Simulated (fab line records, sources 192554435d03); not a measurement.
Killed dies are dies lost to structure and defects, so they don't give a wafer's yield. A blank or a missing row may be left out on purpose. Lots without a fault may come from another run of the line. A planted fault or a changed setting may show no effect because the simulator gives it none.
Which tool did it? | flow n5_finfet | 6 lots, 18 wafers sampled, at 1 step of a route of 1938

WHAT THE GAUGES READ, wafer by wafer
N5_MIM_TOP_LITHO_OVL_MEAS_11.
lot  | measured     | on         | MIM_TOP_OVL (nm)
L889 | day 13 00:21 | overlay-01 | 4 4 -2
L891 | day 13 12:32 | overlay-01 | 3 -10 -2
L898 | day 15 16:04 | overlay-01 | 8 0 4
L901 | day 16 14:18 | overlay-02 | -1 -2 -2
L904 | day 17 12:42 | overlay-01 | 3 8 -1
L908 | day 18 14:06 | overlay-01 | 5 -5 0

WHICH TOOL RAN EACH LOT (tool, then ch and the chambers of the sampled wafers, then the start)
The record holds no process step before these readings.

THE ANSWER, worked out from the rows above alone
Rule: what is usual is taken from the lots themselves. Put in order of their means at a reading, lots are off if they are a third of the lots or fewer, leave a main group of 4 or more, and stand apart from it by a gap of 3 or more times the standard deviation of the main group's means; of several such gaps the widest counts. A main group whose means are all the same, to the digits that the tables above print for the reading, isn't used. A lot without any number at a reading at which 4 lots or more have one is off too. The other lots that the step has rows for count as sound.
No lot is off at any reading shown: from this, nothing can be told.

WHAT THE SIMULATOR HAD PUT IN
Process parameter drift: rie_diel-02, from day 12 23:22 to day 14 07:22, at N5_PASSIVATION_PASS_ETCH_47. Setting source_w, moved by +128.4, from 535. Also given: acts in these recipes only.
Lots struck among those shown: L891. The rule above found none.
